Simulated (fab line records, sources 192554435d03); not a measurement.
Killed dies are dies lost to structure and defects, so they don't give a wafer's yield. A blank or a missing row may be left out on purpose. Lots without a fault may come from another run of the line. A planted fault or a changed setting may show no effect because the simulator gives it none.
Split-lot experiment | flow n5_finfet | 7 lots, 39 wafers read, on a route of 1938 steps

THE SPLIT
At N5_PMOS_HMC_CHANNEL_EPI_FIN_RECESS_16 (chemistry HBr/Cl2, target Si, target depth 54 nm, time 18 s), the setting time_s was moved away from the recipe's 18 s on 12 of the 39 wafers read, by +3.9% to +6.5%. The other wafers ran this setting at the recipe's value.

FROM THE SPLIT TO THE READING: what the file shows between them, 4 steps
- N5_PMOS_HMC_CHANNEL_EPI_PRECLEAN_36: cleans in O3/DIW, time 45 s
- N5_PMOS_HMC_CHANNEL_EPI_PRECLEAN_18: cleans in DHF, time 30 s
- N5_PMOS_HMC_CHANNEL_EPI_SRD_39: time 30 s
- N5_PMOS_HMC_CHANNEL_EPI_CMP_21: polishes SiGe30, target thk 54 nm

THE READING
HMC_CMP_THK, in nm, at N5_PMOS_HMC_CHANNEL_EPI_THK_MEAS_22. Fault-free wafers of this fab line usually give 53.8 nm, standard deviation 0.83 nm.

wafer  | tool, chamber at the split | time_s as run, s | against the recipe | HMC_CMP_THK, nm | against lot-mates on the recipe
L076.1 | rie_si-02, 2               | 18               | recipe             | 52.4            | -
L076.2 | rie_si-02, 0               | 18               | recipe             | 54.9            | -
L076.3 | rie_si-02, 1               | 18               | recipe             | 53.5            | -
L076.4 | rie_si-02, 3               | 18               | recipe             | 54.4            | -
L076.5 | rie_si-02, 1               | 18               | recipe             | 53.4            | -
L076.6 | rie_si-02, 0               | 18               | recipe             | 54.8            | -
L080.1 | rie_si-04, 1               | 18.95            | +5.3%              | 56.7            | +2.9
L080.2 | rie_si-04, 0               | 18               | recipe             | 53.7            | -
L080.3 | rie_si-04, 2               | 18.95            | +5.3%              | 57.4            | +3.6
L080.4 | rie_si-04, 3               | 18               | recipe             | 53.3            | -
L080.5 | rie_si-04, 1               | 18.95            | +5.3%              | 56.5            | +2.7
L080.6 | rie_si-04, 2               | 18               | recipe             | 54.5            | -
L081.1 | rie_si-04, 3               | 18               | recipe             | 53.3            | -
L081.2 | rie_si-04, 1               | 19               | +5.6%              | 56.1            | +2.8
L081.3 | rie_si-04, 0               | 18               | recipe             | 53.4            | -
L081.4 | rie_si-04, 2               | 19               | +5.6%              | 57.2            | +3.9
L081.5 | rie_si-04, 3               | 19               | +5.6%              | 56.0            | +2.7
L081.6 | rie_si-04, 0               | 18               | recipe             | 53.2            | -
L085.1 | rie_si-02, 0               | 18               | recipe             | 54.5            | -
L085.2 | rie_si-02, 1               | 18               | recipe             | 54.0            | -
L085.3 | rie_si-02, 2               | 18.7             | +3.9%              | 55.2            | +0.8
L085.4 | rie_si-02, 3               | 18.7             | +3.9%              | 57.4            | +3.0
L085.5 | rie_si-02, 3               | 18               | recipe             | 54.8            | -
L085.6 | rie_si-02, 2               | 18.7             | +3.9%              | 55.7            | +1.3
L086.2 | rie_si-02, 0               | 18               | recipe             | 54.8            | -
L086.3 | rie_si-02, 3               | 18               | recipe             | 55.0            | -
L086.4 | rie_si-02, 1               | 18               | recipe             | 53.5            | -
L088.1 | rie_si-06, 0               | 18               | recipe             | 54.0            | -
L088.2 | rie_si-06, 2               | 18               | recipe             | 55.4            | -
L088.3 | rie_si-06, 2               | 18               | recipe             | 55.6            | -
L088.4 | rie_si-06, 0               | 18               | recipe             | 53.8            | -
L088.5 | rie_si-06, 0               | 18               | recipe             | 54.2            | -
L088.6 | rie_si-06, 2               | 18               | recipe             | 55.4            | -
L089.1 | rie_si-02, 2               | 18               | recipe             | 52.9            | -
L089.2 | rie_si-02, 0               | 19.17            | +6.5%              | 57.7            | +4.7
L089.3 | rie_si-02, 1               | 19.17            | +6.5%              | 56.9            | +3.9
L089.4 | rie_si-02, 0               | 18               | recipe             | 53.8            | -
L089.5 | rie_si-02, 1               | 19.17            | +6.5%              | 57.3            | +4.3
L089.6 | rie_si-02, 2               | 18               | recipe             | 52.4            | -

THE FIT
A straight line over all 39 wafers: HMC_CMP_THK changes by +0.495 nm for each +1% of time_s; r = +0.84; the points scatter about the line by 0.82 nm.
The same after taking each lot's own level away (the mean of its wafers on the recipe; 39 wafers): +0.588 nm for each +1%; r = +0.91; scatter 0.69 nm.
On that fit, the largest move of time_s shifts the reading by 3.8 nm.
The lots' own levels span 53.03 to 54.73 nm, that is 2.0 times the standard deviation above.
So the lot-to-lot level changes the slope: the two fits differ.
Check: with one of the wafers moved furthest among these (+6.5%) left out of the fit, the line predicts +3.67 nm for it against its lot-mates. It came out at +4.67 nm against them.

THE WHOLE CHAIN: every reading that the file lists as answering this split, in the file's order
step                                  | what it does                                                | reading                                                                                | change (the file's fit)               | r (the file's)
N5_PMOS_HMC_CHANNEL_EPI_FIN_RECESS_16 | chemistry HBr/Cl2, target Si, target depth 54 nm, time 18 s | PMOS_HMC_CHANNEL_EPI.feature_depth_nm (the simulator's own value, which no gauge read) | +0.591 nm for each +1% of the setting | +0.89
N5_PMOS_HMC_CHANNEL_EPI_FIN_RECESS_16 | chemistry HBr/Cl2, target Si, target depth 54 nm, time 18 s | etch.depth_nm (the simulator's own value, which no gauge read)                         | +0.591 nm for each +1% of the setting | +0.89
N5_PMOS_HMC_CHANNEL_EPI_THK_MEAS_22   |                                                             | HMC_CMP_THK                                                                            | +0.581 for each +1% of the setting    | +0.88

THE FILE'S OWN FIT
HMC_CMP_THK changes by +0.581 nm for each +1% of time_s, r = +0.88.
